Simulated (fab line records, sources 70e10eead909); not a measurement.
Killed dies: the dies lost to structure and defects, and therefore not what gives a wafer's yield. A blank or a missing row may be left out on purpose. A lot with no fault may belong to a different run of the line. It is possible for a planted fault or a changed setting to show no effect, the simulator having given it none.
Chamber matching | flow nand-harc | 4 sister chambers for NHARC_P_CONTACT_CMP_24 on cmp-01
The step polishes, t overpolish 30 s, target thk 200 nm. 8 wafers are shown with their chamber, then 9 later ones without.

## WAFERS PAIRED WITH THEIR CHAMBERS
wafer  | chamber | motor-current-A (A) | time-to-endpoint-s (s)
L081.6 | 3       | 10.8                | 35
L085.2 | 3       | 11.4                | 35
L088.2 | 1       | 15.0                | 44
L088.4 | 2       | 12.5                | 45
L088.6 | 0       | 10.3                | 46
L091.2 | 2       | 11.9                | 38
L091.3 | 1       | 15.3                | 40
L091.4 | 0       | 10.9                | 36

## WAFERS WHOSE CHAMBER IS MISSING
wafer  | motor-current-A (A) | time-to-endpoint-s (s)
L092.4 | 11.2                | 32
L092.5 | 14.4                | 39
L092.6 | 13.0                | 41
L093.2 | 11.1                | 35
L093.3 | 12.8                | 42
L093.6 | 14.9                | 43
L096.1 | 10.6                | 35
L096.3 | 14.7                | 40
L096.6 | 11.2                | 33

## THE CHAMBER EACH PASSED THROUGH
wafer  | from the rows above     | in truth
L092.4 | can't be placed: 3 or 0 | 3
L092.5 | 1                       | 1
L092.6 | 2                       | 2
L093.2 | can't be placed: 3 or 0 | 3
L093.3 | 2                       | 2
L093.6 | 1                       | 1
L096.1 | can't be placed: 3 or 0 | 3
L096.3 | 1                       | 1
L096.6 | can't be placed: 3 or 0 | 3
Correctly placed: 5 of 9. Cannot be placed on the basis of these rows: 4; the candidates contain the true chamber in 4. 0 placed wrongly.
How it was worked out, from the rows above alone: a wafer's distance from a chamber is the root of the sum, over the readings, of the square of ((its reading less the chamber's mean) divided by the reading's scatter). The wafer belongs to the nearest chamber; if the next one is less than 2 further off, it can't be placed. The mean given for a chamber averages the wafers shown for that chamber. The scatter: the root of (the sum of the squares of (reading less its chamber's mean) over the shown wafers, divided by (wafers less chambers)).
